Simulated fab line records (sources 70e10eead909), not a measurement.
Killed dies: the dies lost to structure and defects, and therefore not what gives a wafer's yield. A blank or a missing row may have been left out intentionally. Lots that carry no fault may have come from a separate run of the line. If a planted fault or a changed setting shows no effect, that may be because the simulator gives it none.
Which tool was responsible?	flow nand_harc	24 lots with 72 wafers sampled at 6 steps, on a route of 1159 steps

## WHAT THE GAUGES READ, wafer by wafer
The record lacks any reading of a measuring or inspecting step that a usual standard deviation could be used to judge.

## TOOL THAT RAN EACH LOT (tool first, then ch and the chambers of the sampled wafers, then the start)
lot	NHARC_A_STAIRCASE_ETCH_190	NHARC_A_STAIRCASE_TRIM_231	NHARC_A_STAIRCASE_HM_DEP_462	NHARC_A_STAIRCASE_ETCH_315	NHARC_A_STAIRCASE_STRIP_476	NHARC_A_STAIRCASE_ALD_420
L074	rie_diel-09 ch 0,3, day 11 03:26 or earlier	rie_diel-11 ch 1,2,3, day 11 03:26 or earlier	acl_dep-03 ch 0, day 11 03:26	rie_diel-09 ch 1,2, day 11 10:29 or earlier	rie_diel-13 ch 0,1,3, day 11 10:29	ald_hk-03 ch 1,2, day 11 13:05
L075	rie_diel-13 ch 0,1,3, day 12 09:17 or earlier	rie_diel-09 ch 0,3, day 12 09:17 or earlier	acl_dep-01 ch 0, day 12 09:17	rie_diel-11 ch 0,1, day 12 12:28	rie_diel-09 ch 0,1,3, day 12 16:29	ald_hk-03 ch 0,2,3, day 12 20:40
L076	rie_diel-11 ch 1,2,3, day 12 10:49 or earlier	rie_diel-11 ch 1,2,3, day 12 10:49 or earlier	acl_dep-01 ch 0, day 12 10:49	rie_diel-11 ch 0,1,2, day 12 21:11 or earlier	rie_diel-09 ch 0,1,3, day 12 21:11	ald_hk-03 ch 1,2,3, day 13 01:40
L077	rie_diel-13 ch 1,2, day 12 10:06 or earlier	rie_diel-13 ch 0,1,3, day 12 10:06 or earlier	acl_dep-02 ch 0, day 12 10:06	rie_diel-11 ch 0,2, day 12 18:56 or earlier	rie_diel-09 ch 1,3, day 12 18:56	ald_hk-01 ch 1,3, day 12 20:22
L078	rie_diel-13 ch 1,2,3, day 12 12:34 or earlier	rie_diel-09 ch 1,3, day 12 12:34 or earlier	acl_dep-02 ch 0, day 12 12:34	rie_diel-09 ch 0,1,3, day 12 20:41 or earlier	rie_diel-11 ch 0,1,2, day 12 20:41	ald_hk-01 ch 0,3, day 13 00:43
L079	rie_diel-11 ch 0,1,2, day 12 16:16 or earlier	rie_diel-09 ch 0,3, day 12 16:16 or earlier	acl_dep-02 ch 0, day 12 16:16	rie_diel-09 ch 0,1,3, day 12 23:31 or earlier	rie_diel-13 ch 0,1,3, day 12 23:31	ald_hk-03 ch 0,1,2, day 13 01:02
L081	rie_diel-11 ch 0,1,2, day 13 20:53 or earlier	rie_diel-09 ch 2,3, day 13 20:53 or earlier	acl_dep-01 ch 0, day 13 20:53	rie_diel-09 ch 1,2,3, day 14 03:47 or earlier	rie_diel-13 ch 0,1,2, day 14 03:47	ald_hk-02 ch 1,2,3, day 14 09:37
L082	rie_diel-11 ch 0,3, day 13 22:50 or earlier	rie_diel-11 ch 0,2, day 13 22:50 or earlier	acl_dep-03 ch 0, day 13 22:50	rie_diel-11 ch 0,1,2, day 14 05:29 or earlier	rie_diel-11 ch 1,3, day 14 05:29	ald_hk-01 ch 0,2,3, day 14 09:29
L080	rie_diel-13 ch 0,1,2, day 14 00:58 or earlier	rie_diel-13 ch 1,2,3, day 14 00:58 or earlier	acl_dep-01 ch 0, day 14 00:58	rie_diel-13 ch 0,2,3, day 14 10:35 or earlier	rie_diel-11 ch 1,2,3, day 14 10:35	ald_hk-01 ch 1,2,3, day 14 15:23
L084	rie_diel-09 ch 0,2, day 14 01:48 or earlier	rie_diel-11 ch 0,3, day 14 01:48 or earlier	acl_dep-03 ch 0, day 14 01:48	rie_diel-09 ch 0,3, day 14 10:23 or earlier	rie_diel-13 ch 0,3, day 14 10:23	ald_hk-02 ch 0,2, day 14 14:36
L083	rie_diel-09 ch 0,3, day 14 05:20 or earlier	rie_diel-09 ch 0,1,3, day 14 05:20 or earlier	acl_dep-01 ch 0, day 14 05:20	rie_diel-13 ch 0,1, day 14 12:22 or earlier	rie_diel-11 ch 2,3, day 14 12:22	ald_hk-01 ch 0,1,3, day 14 14:55
L088	rie_diel-13 ch 1,2, day 14 16:28 or earlier	rie_diel-11 ch 2,3, day 14 16:28 or earlier	acl_dep-02 ch 0, day 14 16:28	rie_diel-11 ch 0,3, day 14 22:56 or earlier	rie_diel-09 ch 0,3, day 14 22:56	ald_hk-03 ch 0,2,3, day 15 03:07
L086	rie_diel-11 ch 2,3, day 14 17:02 or earlier	rie_diel-09 ch 0,1,2, day 14 17:02 or earlier	acl_dep-03 ch 0, day 14 17:02	rie_diel-09 ch 1,2,3, day 15 00:19 or earlier	rie_diel-13 ch 2,3, day 15 00:19	ald_hk-02 ch 1,3, day 15 02:48
L085	rie_diel-09 ch 0,1,2, day 14 20:46 or earlier	rie_diel-09 ch 0,1, day 14 20:46 or earlier	acl_dep-01 ch 0, day 14 20:46	rie_diel-13 ch 0,1,2, day 15 02:43 or earlier	rie_diel-09 ch 1,2,3, day 15 02:43	ald_hk-02 ch 0,1, day 15 06:40
L087	rie_diel-13 ch 2,3, day 15 08:43 or earlier	rie_diel-09 ch 1,2, day 15 08:43 or earlier	acl_dep-02 ch 0, day 15 08:43	rie_diel-13 ch 0,1,3, day 15 15:26 or earlier	rie_diel-11 ch 1,2,3, day 15 15:26	ald_hk-03 ch 0,1, day 15 19:17
L089	rie_diel-11 ch 1,2, day 15 13:49 or earlier	rie_diel-09 ch 1,2,3, day 15 13:49 or earlier	acl_dep-03 ch 0, day 15 13:49	rie_diel-11 ch 1,2,3, day 15 20:29 or earlier	rie_diel-09 ch 1,3, day 15 20:29	ald_hk-02 ch 0,2,3, day 16 00:22
L090	rie_diel-13 ch 0,1, day 15 14:47 or earlier	rie_diel-11 ch 0,2,3, day 15 14:47 or earlier	acl_dep-01 ch 0, day 15 14:47	rie_diel-13 ch 0,2, day 15 22:57 or earlier	rie_diel-11 ch 2,3, day 15 22:57	ald_hk-01 ch 1,2,3, day 16 00:32
L091	rie_diel-13 ch 0,1,2, day 16 01:47 or earlier	rie_diel-13 ch 1,2,3, day 16 01:47 or earlier	acl_dep-01 ch 0, day 16 01:47	rie_diel-09 ch 0,1,3, day 16 08:42 or earlier	rie_diel-09 ch 0,1,2, day 16 08:42	ald_hk-02 ch 0,2,3, day 16 14:25
L092	rie_diel-13 ch 0,2,3, day 16 05:30 or earlier	rie_diel-13 ch 0,2,3, day 16 05:30 or earlier	acl_dep-03 ch 0, day 16 05:30	rie_diel-09 ch 1,2,3, day 16 12:34 or earlier	rie_diel-09 ch 0,1, day 16 12:34	ald_hk-03 ch 0,1,2, day 16 14:44
L094	rie_diel-11 ch 1,2,3, day 16 18:01 or earlier	rie_diel-11 ch 0,3, day 16 18:01 or earlier	acl_dep-02 ch 0, day 16 18:01	rie_diel-09 ch 0,1, day 17 01:02 or earlier	rie_diel-13 ch 2,3, day 17 01:02	ald_hk-03 ch 2,3, day 19 02:20
L093	rie_diel-09 ch 1,3, day 16 16:34 or earlier	rie_diel-09 ch 0,3, day 16 16:34 or earlier	acl_dep-01 ch 0, day 16 16:34	rie_diel-11 ch 0,3, day 16 23:39 or earlier	rie_diel-11 ch 1,3, day 16 23:39	ald_hk-01 ch 2,3, day 19 02:11
L095	rie_diel-13 ch 0,1, day 17 01:26 or earlier	rie_diel-13 ch 0,1, day 17 01:26 or earlier	acl_dep-01 ch 0, day 17 01:26	rie_diel-13 ch 0,2,3, day 17 09:50 or earlier	rie_diel-11 ch 0,1,2, day 17 09:50	ald_hk-01 ch 0,1,3, day 19 04:24
L096	rie_diel-13 ch 0,1,3, day 17 01:56 or earlier	rie_diel-09 ch 0,1,3, day 17 01:56 or earlier	acl_dep-03 ch 0, day 17 01:56	rie_diel-09 ch 0,2,3, day 17 09:28 or earlier	rie_diel-11 ch 0,2,3, day 17 09:28	ald_hk-02 ch 0,1,2, day 19 02:49
L097	rie_diel-09 ch 0,1, day 17 10:23 or earlier	rie_diel-13 ch 1,2, day 17 10:23 or earlier	acl_dep-01 ch 0, day 17 10:23	rie_diel-13 ch 0,3, day 17 17:37 or earlier	rie_diel-09 ch 0,3, day 17 17:37	ald_hk-01 ch 0,1, day 19 03:08
- NHARC_A_STAIRCASE_ETCH_190: etches the open film in C4F8/O2, target depth 100 nm, time 40.5 s.
- NHARC_A_STAIRCASE_TRIM_231: chemistry O2, time 211.2 s.
- NHARC_A_STAIRCASE_HM_DEP_462: deposits aC, target thk 800 nm.
- NHARC_A_STAIRCASE_ETCH_315: etches the open film in C4F8/O2/Ar, target depth 2500 nm, time 607.1 s.
- NHARC_A_STAIRCASE_STRIP_476: strips in O2, time 20 s.
- NHARC_A_STAIRCASE_ALD_420: deposits SiO2, target thk 20 nm, pulse time 6 s, ald cycles 200.

## AS READ BY THE TOOLS THEMSELVES (means over the sampled wafers that have a number; for cases with no such wafer, the mark the record gives instead)
NHARC_A_STAIRCASE_ETCH_190. Usual: chamber_pressure_mTorr 25.001 mTorr, standard deviation 0.023; oes_product_au 0.940 a.u., standard deviation 0.012; rf_vpp_V 895 V, standard deviation 5.3.
lot	tool	chamber_pressure_mTorr (mTorr)	oes_product_au (a.u.)	rf_vpp_V (V)	flag
L074	rie_diel-09	25.006	0.927	893	
L075	rie_diel-13	24.989	0.923	893	
L076	rie_diel-11	25.009	0.936	895	
L077	rie_diel-13	24.996	0.930	890	
L078	rie_diel-13	24.992	0.929	889	
L079	rie_diel-11	25.001	0.949	894	
L081	rie_diel-11	24.997	0.954	893	
L082	rie_diel-11	24.990	0.947	890	
L080	rie_diel-13	24.991	0.942	893	
L084	rie_diel-09	25.013	0.936	893	
L083	rie_diel-09	24.998	0.938	892	
L088	rie_diel-13	24.998	0.952	891	
L086	rie_diel-11	25.019	0.941	893	
L085	rie_diel-09	25.028	0.938	898	
L087	rie_diel-13	25.008	0.948	901	
L089	rie_diel-11	24.993	0.943	895	
L090	rie_diel-13	25.005	0.946	894	
L091	rie_diel-13	25.006	0.949	893	
L092	rie_diel-13	24.994	0.954	897	
L094	rie_diel-11	24.989	0.946	894	
L093	rie_diel-09	25.009	0.917	902	
L095	rie_diel-13	24.998	0.947	895	
L096	rie_diel-13	25.013	0.940	899	
L097	rie_diel-09	25.000	0.926	899	

NHARC_A_STAIRCASE_TRIM_231. Usual: chamber_pressure_mTorr 60.00 mTorr, standard deviation 0.063; drypump_motor_current_A 5.5 A, standard deviation 0.38; oes_product_au 1.004 a.u., standard deviation 0.009; rf_vpp_V 57.7 V, standard deviation 0.9; showerhead_plenum_p_Torr 3.51 Torr, standard deviation 0.15; throttle_valve_pct 17.037 %, standard deviation 0.0093.
lot	tool	chamber_pressure_mTorr (mTorr)	drypump_motor_current_A (A)	oes_product_au (a.u.)	rf_vpp_V (V)	showerhead_plenum_p_Torr (Torr)	throttle_valve_pct (%)	flag
L074	rie_diel-11	59.93	5.7	1.010	57.2	3.50	17.036	
L075	rie_diel-09	60.01	5.2	1.001	57.8	3.49	17.034	
L076	rie_diel-11	60.00	5.7	1.015	58.6	3.50	17.032	
L077	rie_diel-13	60.06	5.7	1.000	57.2	3.44	17.034	
L078	rie_diel-09	59.97	5.3	1.001	57.9	3.73	17.040	
L079	rie_diel-09	60.04	5.2	1.001	57.7	3.49	17.036	
L081	rie_diel-09	60.03	5.3	1.002	58.1	3.56	17.027	
L082	rie_diel-11	60.04	5.6	1.011	57.4	3.37	17.033	
L080	rie_diel-13	60.06	5.9	0.998	58.2	3.53	17.039	
L084	rie_diel-11	60.05	5.7	1.005	56.6	3.41	17.034	
L083	rie_diel-09	60.02	5.2	1.009	58.1	3.57	17.043	
L088	rie_diel-11	60.08	5.8	1.007	56.6	3.45	17.046	
L086	rie_diel-09	59.94	5.2	1.002	58.0	3.57	17.037	
L085	rie_diel-09	59.98	5.0	0.993	57.8	3.50	17.038	
L087	rie_diel-09	59.99	5.4	0.998	59.1	3.72	17.025	
L089	rie_diel-09	59.98	5.3	1.002	58.0	3.63	17.031	
L090	rie_diel-11	59.98	5.7	1.011	58.3	3.40	17.034	
L091	rie_diel-13	60.05	5.9	1.008	58.2	3.52	17.037	
L092	rie_diel-13	59.92	5.9	1.004	57.8	3.57	17.024	
L094	rie_diel-11	60.00	5.6	1.011	56.7	3.35	17.038	
L093	rie_diel-09	59.95	5.2	1.002	57.1	3.47	17.038	
L095	rie_diel-13	60.02	5.4	1.003	57.8	3.53	17.029	
L096	rie_diel-09	60.05	5.2	0.994	57.9	3.55	17.037	
L097	rie_diel-13	60.01	5.6	1.012	57.6	3.35	17.036	

NHARC_A_STAIRCASE_HM_DEP_462. Usual: throttle_valve_pct reads 35.000 % (standard deviation 0.0096).
lot	tool	throttle_valve_pct (%)	flag
L074	acl_dep-03	35.014	
L075	acl_dep-01	35.005	
L076	acl_dep-01	34.993	
L077	acl_dep-02	35.008	
L078	acl_dep-02	35.001	
L079	acl_dep-02	35.005	
L081	acl_dep-01	35.005	
L082	acl_dep-03	35.001	
L080	acl_dep-01	34.989	
L084	acl_dep-03	35.005	
L083	acl_dep-01	34.991	
L088	acl_dep-02	35.000	
L086	acl_dep-03	35.003	
L085	acl_dep-01	35.004	
L087	acl_dep-02	34.998	
L089	acl_dep-03	35.002	
L090	acl_dep-01	34.995	
L091	acl_dep-01	34.996	
L092	acl_dep-03	34.998	
L094	acl_dep-02	35.003	
L093	acl_dep-01	34.995	
L095	acl_dep-01	34.998	
L096	acl_dep-03	34.990	
L097	acl_dep-01	34.999	

NHARC_A_STAIRCASE_ETCH_315. Usual: chamber_pressure_mTorr 24.999 mTorr, standard deviation 0.022; oes_product_au 0.933 a.u., standard deviation 0.0081; rf_vpp_V 1825 V, standard deviation 12.
lot	tool	chamber_pressure_mTorr (mTorr)	oes_product_au (a.u.)	rf_vpp_V (V)	flag
L074	rie_diel-09	25.002	0.925	1821	
L075	rie_diel-11	24.997	0.928	1824	
L076	rie_diel-11	24.999	0.929	1820	
L077	rie_diel-11	24.996	0.933	1819	
L078	rie_diel-09	24.996	0.929	1830	
L079	rie_diel-09	25.004	0.927	1830	
L081	rie_diel-09	25.005	0.924	1834	
L082	rie_diel-11	24.995	0.939	1821	
L080	rie_diel-13	25.004	0.938	1830	
L084	rie_diel-09	25.016	0.926	1818	
L083	rie_diel-13	24.991	0.936	1828	
L088	rie_diel-11	24.996	0.942	1817	
L086	rie_diel-09	24.968	0.925	1833	
L085	rie_diel-13	25.018	0.936	1821	
L087	rie_diel-13	24.988	0.931	1833	
L089	rie_diel-11	24.985	0.934	1824	
L090	rie_diel-13	24.985	0.949	1818	
L091	rie_diel-09	25.010	0.937	1829	
L092	rie_diel-09	24.981	0.928	1834	
L094	rie_diel-09	25.010	0.925	1834	
L093	rie_diel-11	25.003	0.933	1814	
L095	rie_diel-13	25.011	0.935	1828	
L096	rie_diel-09	24.983	0.934	1823	
L097	rie_diel-13	25.008	0.927	1841	

NHARC_A_STAIRCASE_STRIP_476. Usual: chamber_pressure_mTorr 60.00 mTorr, standard deviation 0.058; drypump_motor_current_A 5.5 A, standard deviation 0.39; oes_product_au 1.003 a.u., standard deviation 0.0088; rf_vpp_V 57.8 V, standard deviation 0.93; showerhead_plenum_p_Torr 3.51 Torr, standard deviation 0.16; throttle_valve_pct 17.037 %, standard deviation 0.0086.
lot	tool	chamber_pressure_mTorr (mTorr)	drypump_motor_current_A (A)	oes_product_au (a.u.)	rf_vpp_V (V)	showerhead_plenum_p_Torr (Torr)	throttle_valve_pct (%)	flag
L074	rie_diel-13	59.99	5.8	0.989	57.9	3.45	17.035	
L075	rie_diel-09	60.00	5.2	0.998	57.9	3.57	17.025	
L076	rie_diel-09	59.97	5.2	1.006	57.3	3.57	17.035	
L077	rie_diel-09	60.00	5.4	1.003	59.1	3.72	17.034	
L078	rie_diel-11	60.00	5.6	1.010	57.8	3.45	17.034	
L079	rie_diel-13	60.02	5.8	0.989	58.3	3.62	17.034	
L081	rie_diel-13	59.97	5.5	1.008	57.6	3.45	17.027	
L082	rie_diel-11	59.99	5.8	1.011	57.2	3.49	17.037	
L080	rie_diel-11	59.96	5.8	1.007	58.5	3.48	17.040	
L084	rie_diel-13	60.03	5.8	1.007	59.1	3.66	17.035	
L083	rie_diel-11	59.98	5.7	1.001	57.8	3.44	17.042	
L088	rie_diel-09	59.98	4.9	0.995	58.0	3.41	17.030	
L086	rie_diel-13	60.02	6.2	1.004	57.8	3.64	17.044	
L085	rie_diel-09	59.99	5.3	1.004	58.5	3.63	17.044	
L087	rie_diel-11	59.95	5.8	1.003	57.6	3.48	17.040	
L089	rie_diel-09	59.98	5.3	0.993	57.8	3.62	17.032	
L090	rie_diel-11	60.02	5.8	1.011	58.1	3.45	17.034	
L091	rie_diel-09	59.99	5.2	0.997	58.6	3.56	17.038	
L092	rie_diel-09	59.96	5.2	1.002	57.7	3.64	17.038	
L094	rie_diel-13	59.95	6.0	1.012	57.7	3.47	17.035	
L093	rie_diel-11	60.00	5.7	1.001	58.1	3.47	17.031	
L095	rie_diel-11	59.98	5.7	1.006	57.6	3.43	17.040	
L096	rie_diel-11	60.02	5.7	1.001	57.1	3.39	17.040	
L097	rie_diel-09	60.01	5.2	1.003	57.4	3.47	17.036	

NHARC_A_STAIRCASE_ALD_420. Usual: heater_power_w 468 W, standard deviation 43; precursor_pulse_height_rel 1.001, standard deviation 0.019.
lot	tool	heater_power_w (W)	precursor_pulse_height_rel	flag
L074	ald_hk-03	394	1.002	
L075	ald_hk-03	451	0.994	
L076	ald_hk-03	424	1.008	
L077	ald_hk-01	468	1.005	
L078	ald_hk-01	448	1.010	
L079	ald_hk-03	428	1.007	
L081	ald_hk-02	497	1.021	
L082	ald_hk-01	470	1.002	
L080	ald_hk-01	472	1.001	
L084	ald_hk-02	464	0.996	
L083	ald_hk-01	448	1.004	
L088	ald_hk-03	456	1.009	
L086	ald_hk-02	523	0.995	
L085	ald_hk-02	486	0.996	
L087	ald_hk-03	468	0.997	
L089	ald_hk-02	496	0.995	
L090	ald_hk-01	480	0.997	
L091	ald_hk-02	492	0.996	
L092	ald_hk-03	446	0.993	
L094	ald_hk-03	453	1.006	
L093	ald_hk-01	478	1.014	
L095	ald_hk-01	448	0.992	
L096	ald_hk-02	471	1.008	
L097	ald_hk-01	450	1.000	

## THE ANSWER, worked out from the rows above alone
Rule: take the mean of a lot's wafers that have a number; if it is more than 3 standard deviations from the usual mean, the lot is off. Also off: a lot with no number at a reading for which 4 or more lots have one. The other lots that the step has rows for count as sound. After the gauges, taken in route order, come the tools' own readings; for these a lot's mean is taken, as printed above. At the first step where some lot is off, the reading lying furthest off is the one used; lots without a number count as furthest.
No lot is off at any reading shown: from this, nothing can be told.

## WHAT THE SIMULATOR HAD INSERTED
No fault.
